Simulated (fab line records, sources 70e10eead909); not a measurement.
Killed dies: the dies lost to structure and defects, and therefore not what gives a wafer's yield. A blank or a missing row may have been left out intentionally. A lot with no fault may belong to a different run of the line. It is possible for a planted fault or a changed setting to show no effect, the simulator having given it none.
Chamber matching    flow nand_harc    NHARC_P_M0_DESCUM_14 on rie_diel-01 has 4 sister chambers
The step chemistry O2, time 3 s. 4 wafers are shown with their chamber, then 9 later ones without.

## WAFERS PAIRED WITH THEIR CHAMBERS
wafer   chamber  drypump_motor_current_A (A)
L082.3  1        5.7
L084.5  0        5.9
L091.5  3        6.3
L091.6  2        5.9

## WAFERS WITHOUT THEIR CHAMBER
wafer   drypump_motor_current_A (A)
L093.2  6.3
L093.4  5.6
L093.5  6.0
L094.3  5.6
L094.4  5.9
L094.6  5.9
L096.1  5.6
L096.2  5.9
L096.5  5.9

## EACH ONE'S CHAMBER
wafer   from the rows above      in truth
L093.2  3                        3
L093.4  1                        1
L093.5  can't be placed: 0 or 2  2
L094.3  1                        1
L094.4  can't be placed: 0 or 2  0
L094.6  can't be placed: 0 or 2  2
L096.1  1                        1
L096.2  can't be placed: 0 or 2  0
L096.5  can't be placed: 0 or 2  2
Correctly placed: 4 of 9. Not placeable from these rows: 5 (in 5, the candidates include the true chamber). Wrongly placed: 0.
How it was worked out, from the rows above alone: a wafer's distance from a chamber is the root of the sum, over the readings, of the square of ((its reading less the chamber's mean) divided by the reading's scatter). If the next closest chamber is less than 2 further off than the closest, the wafer can't be placed; otherwise it belongs to the closest. The mean given for a chamber averages the wafers shown for that chamber. The scatter (one wafer shown for each chamber): square how far every hidden wafer sits from the nearest shown wafer, average those squares and take the square root.
